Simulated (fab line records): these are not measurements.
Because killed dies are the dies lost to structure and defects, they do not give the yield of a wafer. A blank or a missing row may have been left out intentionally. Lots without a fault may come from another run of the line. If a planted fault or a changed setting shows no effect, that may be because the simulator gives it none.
Lot-split experiment / flow n5-finfet / 21 wafers read from 7 lots, route of 1938 steps

ON THE SPLIT
At N5_BEOL_M15_TRENCH_ETCH_34 (etches SiO2 in C4F8/O2/Ar, target depth 872.93 nm, time 199 s), the setting bias-w was moved away from the recipe's 2040 W on 7 of the 21 wafers read, by -15.9% to +15.6%. This setting was run at the recipe's value on the other wafers.

Reading taken at the split's own step.

THE READING
rf-vpp-V, in V, at N5_BEOL_M15_TRENCH_ETCH_34 (etches SiO2 in C4F8/O2/Ar, target depth 872.93 nm, time 199 s). Fault-free wafers of this fab line usually give 2230 V, standard deviation 59 V.

wafer=L079.2; tool, chamber at the split=rie-diel-04, 1; bias-w as run, W=2040; against the recipe=recipe; rf-vpp-V, V=2302; against lot-mates on the recipe=-
wafer=L079.4; tool, chamber at the split=rie-diel-04, 3; bias-w as run, W=2040; against the recipe=recipe; rf-vpp-V, V=2261; against lot-mates on the recipe=-
wafer=L079.5; tool, chamber at the split=rie-diel-04, 1; bias-w as run, W=2040; against the recipe=recipe; rf-vpp-V, V=2302; against lot-mates on the recipe=-
wafer=L083.1; tool, chamber at the split=rie-diel-04, 1; bias-w as run, W=2040; against the recipe=recipe; rf-vpp-V, V=2300; against lot-mates on the recipe=-
wafer=L083.3; tool, chamber at the split=rie-diel-04, 2; bias-w as run, W=2040; against the recipe=recipe; rf-vpp-V, V=2129; against lot-mates on the recipe=-
wafer=L083.5; tool, chamber at the split=rie-diel-04, 3; bias-w as run, W=2160; against the recipe=+5.9%; rf-vpp-V, V=2354; against lot-mates on the recipe=+140
wafer=L084.4; tool, chamber at the split=rie-diel-05, 3; bias-w as run, W=2040; against the recipe=recipe; rf-vpp-V, V=2197; against lot-mates on the recipe=-
wafer=L084.5; tool, chamber at the split=rie-diel-05, 2; bias-w as run, W=2040; against the recipe=recipe; rf-vpp-V, V=2174; against lot-mates on the recipe=-
wafer=L084.6; tool, chamber at the split=rie-diel-05, 0; bias-w as run, W=2040; against the recipe=recipe; rf-vpp-V, V=2299; against lot-mates on the recipe=-
wafer=L088.4; tool, chamber at the split=rie-diel-04, 0; bias-w as run, W=2358; against the recipe=+15.6%; rf-vpp-V, V=2570; against lot-mates on the recipe=no lot-mate on the recipe
wafer=L088.5; tool, chamber at the split=rie-diel-04, 1; bias-w as run, W=2358; against the recipe=+15.6%; rf-vpp-V, V=2538; against lot-mates on the recipe=no lot-mate on the recipe
wafer=L088.6; tool, chamber at the split=rie-diel-04, 0; bias-w as run, W=2358; against the recipe=+15.6%; rf-vpp-V, V=2570; against lot-mates on the recipe=no lot-mate on the recipe
wafer=L093.2; tool, chamber at the split=rie-diel-04, 0; bias-w as run, W=1716; against the recipe=-15.9%; rf-vpp-V, V=2062; against lot-mates on the recipe=-266
wafer=L093.5; tool, chamber at the split=rie-diel-04, 0; bias-w as run, W=2040; against the recipe=recipe; rf-vpp-V, V=2328; against lot-mates on the recipe=-
wafer=L093.6; tool, chamber at the split=rie-diel-04, 3; bias-w as run, W=1716; against the recipe=-15.9%; rf-vpp-V, V=2000; against lot-mates on the recipe=-328
wafer=L095.2; tool, chamber at the split=rie-diel-02, 1; bias-w as run, W=2040; against the recipe=recipe; rf-vpp-V, V=2199; against lot-mates on the recipe=-
wafer=L095.4; tool, chamber at the split=rie-diel-02, 2; bias-w as run, W=2040; against the recipe=recipe; rf-vpp-V, V=2180; against lot-mates on the recipe=-
wafer=L095.6; tool, chamber at the split=rie-diel-02, 1; bias-w as run, W=2040; against the recipe=recipe; rf-vpp-V, V=2200; against lot-mates on the recipe=-
wafer=L097.1; tool, chamber at the split=rie-diel-05, 3; bias-w as run, W=2040; against the recipe=recipe; rf-vpp-V, V=2197; against lot-mates on the recipe=-
wafer=L097.4; tool, chamber at the split=rie-diel-05, 2; bias-w as run, W=2357; against the recipe=+15.5%; rf-vpp-V, V=2402; against lot-mates on the recipe=+206
wafer=L097.6; tool, chamber at the split=rie-diel-05, 3; bias-w as run, W=2040; against the recipe=recipe; rf-vpp-V, V=2196; against lot-mates on the recipe=-

THE FIT
A straight line over all 21 wafers: rf-vpp-V changes by +16.3 V for each +1% of bias-w; r = +0.91; the points scatter about the line by 65 V.
The same after taking each lot's own level away (the mean of its wafers on the recipe; 18 wafers): +17.2 V for each +1%; r = +0.93; scatter 45 V.
On that fit, the largest move of bias-w shifts the reading by 2.7e+02 V.
The span of the lots' own levels, 2193.0 to 2328.0 V, comes to 2.3 times the standard deviation stated above.
The two slopes agree, so the slope changes little with the lot-to-lot level.
Check: for one of the wafers moved furthest among these (-15.9%), held out of the fit, the line's prediction against its lot-mates is -283 V. Against them it came out at -266 V.
Tool readings at the split's step, against how far the setting was moved: rf-vpp-V r = +0.91.

THESE WAFERS: OTHER SPLITS
These wafers also went through other splits before the reading. Each is held against what the fit with the lots' levels taken away leaves over:
other split on the same wafers=N5_BEOL_M10_COAT_22 spin-rpm; wafers away from the commonest value=8; r with rf-vpp-V (lot level and that fit taken away)=+0.06
other split on the same wafers=N5_BEOL_M11_COAT_05 spin-rpm; wafers away from the commonest value=3; r with rf-vpp-V (lot level and that fit taken away)=-0.09
other split on the same wafers=N5_BEOL_M11_TRENCH_ETCH_37 bias-w; wafers away from the commonest value=4; r with rf-vpp-V (lot level and that fit taken away)=+0.38
other split on the same wafers=N5_BEOL_M13_COAT_58 spin-rpm; wafers away from the commonest value=7; r with rf-vpp-V (lot level and that fit taken away)=-0.10
other split on the same wafers=N5_BEOL_M14_DEP_53 time-s; wafers away from the commonest value=7; r with rf-vpp-V (lot level and that fit taken away)=+0.29

FILE'S OWN FIT
rf-vpp-V changes by +16.5 V for each +1% of bias-w, r = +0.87.
